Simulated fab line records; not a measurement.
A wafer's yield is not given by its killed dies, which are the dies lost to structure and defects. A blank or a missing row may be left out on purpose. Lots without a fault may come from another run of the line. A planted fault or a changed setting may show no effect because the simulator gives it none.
Problem report in the 8D (eight disciplines) form, filled by code || flow n5-finfet || the parts of the form that need people (team, actions taken, sign-off) are left out
Where a reading is given only as a bound, like >300, the bound stands for it, and a mean or a difference that rests on one is marked > or <: the true number lies beyond.

1. PROBLEM STATEMENT
raw-defect-count at N5_BEOL_M13_INSPECT_30 reads a mean of >300 on 4 wafers of 2 lots; wafers without a fault read 2.2 with a standard deviation of 1.4. That is +99 or more standard deviations from the usual mean.
The step: inspects for defects (macro).
Seen first at day 14 02:59 on defect-inspect-01, wafer L210.1. The record holds 33 wafers of 11 lots with a number at this step. By rule, "out" or "out of limits" means more than 4 standard deviations away from the usual mean. All remaining wafers that have a number are taken as sound.

2. WHAT THIS IS AND IS NOT
{"question": "which readings at this step", "is": "raw-defect-count", "is not": "-"}
{"question": "which lots", "is": "L210, L217", "is not": "L205, L206, L207, L208, L209, L219, L220, L224, L227"}
{"question": "which wafers of those lots", "is": "L210.1, L210.3, L217.3, L217.5", "is not": "L210.4, L217.4"}
{"question": "read on which gauges", "is": "defect-inspect-01, defect-inspect-02", "is not": "-"}
{"question": "when", "is": "from day 14 02:59", "is not": "up to then (16 sound wafers); but 13 sound wafers of L217, L219, L220, L224, L227 came after"}

3. WHAT RULES OUT EACH SUSPECT
Counting: any tool at a process step up to the reading remains a suspect provided it ran every lot that is out. Sound lots after the first of them don't rule it out here, since some wafers of a struck lot are sound.
- the gauge at N5_BEOL_M13_INSPECT_30 is ruled out. Those wafers that are out were read across 2 gauges (defect-inspect-01, defect-inspect-02).
- plasma-asher-01 at N5_BEOL_M13_STRIP_63 (strips in N2/H2): kept. It ran every lot that is out, first L210 (day 14 02:22); its last sound lot up to then is L208 (day 13 10:17).
- Within plasma-asher-01 at N5_BEOL_M13_STRIP_63: the wafers that are out ran in chamber 0; their sound lot-mates ran in chamber 1.
Remaining after the count: plasma-asher-01 at N5_BEOL_M13_STRIP_63.

4. THE CAUSE (what the simulator had put in)
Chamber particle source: plasma-asher-01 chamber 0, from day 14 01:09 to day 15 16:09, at N5_BEOL_M13_STRIP_63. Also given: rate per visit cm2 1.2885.
Counting left only this tool.

5. THE EFFECT CHAIN, in route order
One row per reading whose mean, taken over the struck wafers that have a number, lies over 3 standard deviations from the usual. Only readings for which the record gives a usual standard deviation are gone through. hours: the time from each lot's start at the first step in this table that gives one to its start at this step, as a median over the lots. sigmas: the change in usual standard deviations.
{"hours": 0, "step": "N5_BEOL_M13_INSPECT_30", "reading": "raw-defect-count", "usual": 2.2, "on struck wafers": ">300", "change": ">+298", "sigmas": "+99 or more"}
{"hours": 36, "step": "N5_PASSIVATION_PROBE_49", "reading": "defect-limited-yield", "usual": "91.0 %", "on struck wafers": 81.3, "change": -9.7, "sigmas": -6.9}
{"hours": 36, "step": "N5_PASSIVATION_PROBE_49", "reading": "killed_at_M4_up", "usual": 14, "on struck wafers": 137, "change": "+123", "sigmas": "+25"}
{"hours": 36, "step": "N5_PASSIVATION_PROBE_49", "reading": "killed-dies", "usual": 106, "on struck wafers": 220, "change": "+114", "sigmas": "+6.7"}
{"hours": 36, "step": "N5_PASSIVATION_PROBE_49", "reading": "sort_bin_5_function", "usual": "5.2 %", "on struck wafers": 11.8, "change": "+6.6", "sigmas": "+6.9"}
{"hours": 36, "step": "N5_PASSIVATION_PROBE_49", "reading": "sort-n-pass", "usual": 1074, "on struck wafers": 960, "change": -114, "sigmas": -6.7}
{"hours": 36, "step": "N5_PASSIVATION_PROBE_49", "reading": "sort-yield-pct", "usual": "91.0 %", "on struck wafers": 81.3, "change": -9.7, "sigmas": -6.9}
The process steps in it:
- N5_PASSIVATION_PROBE_49

6. WHAT WOULD HAVE CAUGHT IT SOONER
The first out-of-limits reading at a measuring or inspecting step in this record came at day 14 02:59, 2 hours after the fault's start at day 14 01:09.
Tool readings at N5_BEOL_M13_STRIP_63 with a usual standard deviation given in the record: none out on any struck wafer, hence no alarm at a limit of 4 standard deviations on them.
L217, from the lots that are out (2), started N5_BEOL_M13_STRIP_63 on plasma-asher-01 later than day 14 02:59. A hold on the tool at that time would have spared it.
